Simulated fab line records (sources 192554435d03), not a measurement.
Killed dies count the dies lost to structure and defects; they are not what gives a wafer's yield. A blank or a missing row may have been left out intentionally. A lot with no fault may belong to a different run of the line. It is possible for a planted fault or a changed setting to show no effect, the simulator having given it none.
Matching of chambers | flow n5_finfet | N5_BEOL_M0_SAQP_ETCH_84 on rie_diel-05: 4 sister chambers
The step etches SOC in N2/H2, target depth 100 nm, overetch 20 nm, time 150 s. 4 wafers are shown with their chamber, then 7 later ones without.

== WAFERS WITH THEIR CHAMBER ==
wafer  | chamber | showerhead_plenum_p_Torr (Torr)
L081.5 | 3       | 2.43
L081.6 | 1       | 2.64
L086.1 | 2       | 2.40
L086.2 | 0       | 2.48

== WAFERS WITHOUT THEIR CHAMBER ==
wafer  | showerhead_plenum_p_Torr (Torr)
L086.5 | 2.43
L091.1 | 2.42
L091.2 | 2.40
L091.3 | 2.48
L097.2 | 2.42
L097.3 | 2.63
L097.4 | 2.63

== EACH ONE'S CHAMBER ==
wafer  | from the rows above     | in truth
L086.5 | 3                       | 3
L091.1 | can't be placed: 3 or 2 | 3
L091.2 | 2                       | 2
L091.3 | 0                       | 0
L097.2 | can't be placed: 3 or 2 | 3
L097.3 | 1                       | 1
L097.4 | 1                       | 1
Correct placement for 5 of the 7. These rows do not allow placing 2 (true chamber among the candidates in 2). 0 placed wrongly.
How it was worked out, from the rows above alone: a wafer's distance from a chamber is the root of the sum, over the readings, of the square of ((its reading less the chamber's mean) divided by the reading's scatter). If the next closest chamber is less than 2 further off than the closest, the wafer can't be placed; otherwise it belongs to the closest. Each chamber's mean is taken over the wafers shown for it. The scatter: with one shown wafer a chamber, the root of the mean of the squares of how far each hidden wafer lies from its nearest shown one.
